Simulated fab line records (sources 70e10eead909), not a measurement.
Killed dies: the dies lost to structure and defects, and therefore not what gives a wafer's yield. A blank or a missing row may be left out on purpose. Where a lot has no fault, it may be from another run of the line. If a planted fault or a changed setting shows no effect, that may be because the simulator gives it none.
A lot that was struck, set against a sound lot / flow nand harc / 14 out of 1159 route steps
Sound: these wafers, L684.1, L684.3, L684.5. Wafers struck: L688.1, L688.4, L688.5. The cause is named last.
Per side, at each step with rows, come the tool, then ch with its chambers, and then its first start. Under that, the readings that differ: sound wafers / struck wafers / difference of the means / sigmas: that difference in standard deviations of wafers without a fault.
alike: readings with means less than 2 such deviations apart, plus words and numbers identical on both sides. not compared: withheld readings, readings lacking a value on some wafer, bounds such as >300 that could conceal the same value, and numbers that have no deviation in the record and whose values overlap.
A row with sigmas, a row that says differs or no value, or rows on one side alone: a step with any of these is where the two part. Numbers that don't overlap but have no deviation are shown without sigmas and don't part them. A reading missing from all wafers of one side parts the sides only when that side holds two or more wafers.

first, 1 step without rows for these wafers: NHARC_A_ONON_D1_DEP_03 (target thk 1000 nm).
NHARC_A_ONON_D1_THK_MEAS_05: measures by ellipsometry.
  sound on film metro-01 at day 9 13:52; struck on film metro-02 at day 10 17:49
  alike: thk nm
next comes 1 step that has no rows for these wafers: NHARC_A_ONON_D1_DEP_06 (target thickness 1000 nm).
NHARC_A_ONON_D1_THK_MEAS_08: measures by ellipsometry.
  sound on film metro-02 at day 9 14:26; struck on film metro-02 at day 10 18:22
reading=thk nm (nm); sound=999 997 998; struck=976 975 976; difference=-22; sigmas=-2
next comes 1 step that has no rows for these wafers: NHARC_A_ONON_D1_DEP_09 (target thickness 1000 nm).
NHARC_A_ONON_D1_THK_MEAS_11: measures by ellipsometry.
  sound on film metro-02 at day 9 14:59; struck on film metro-02 at day 10 18:56
  alike: thk nm
next comes 1 step that has no rows for these wafers: NHARC_A_ONON_D1_DEP_12 (target thickness 1000 nm).
NHARC_A_ONON_D1_THK_MEAS_14: measures by ellipsometry.
  sound on film metro-02 at day 9 15:34; struck on film metro-01 at day 10 19:30
  alike: thk nm
then, 2 steps without rows for these wafers: NHARC_A_ONON_D1_ANNEAL_15 (time 3600 s); NHARC_A_ONON_D1_DEP_16 (target thk 1000 nm).
NHARC_A_ONON_D1_THK_MEAS_18: measures by ellipsometry.
  sound on film metro-02 at day 9 22:17; struck on film metro-01 at day 11 03:36
  alike: thk nm
NHARC_A_ONON_D1_DEP_19: target thk 1000 nm.
  sound on pecvd onon-02 ch 0, day 9 22:28; struck on pecvd onon-02 ch 0, day 11 03:47
  alike: susceptor temp C
NHARC_A_ONON_D1_THK_MEAS_21: measures by ellipsometry.
  sound on film metro-01 at day 9 22:58; struck on film metro-02 at day 11 04:18
reading=thk nm (nm); sound=1020 1019 1019; struck=960 958 961; difference=-60; sigmas=-7
next comes 1 step that has no rows for these wafers: NHARC_A_ONON_D1_DEP_22 (target thickness 1000 nm).

WHERE THEY PART
Earliest at NHARC_A_ONON_D1_THK_MEAS_08; latest, in this record, at NHARC_A_ONON_D1_THK_MEAS_21.

WHY: whatever the simulator had introduced
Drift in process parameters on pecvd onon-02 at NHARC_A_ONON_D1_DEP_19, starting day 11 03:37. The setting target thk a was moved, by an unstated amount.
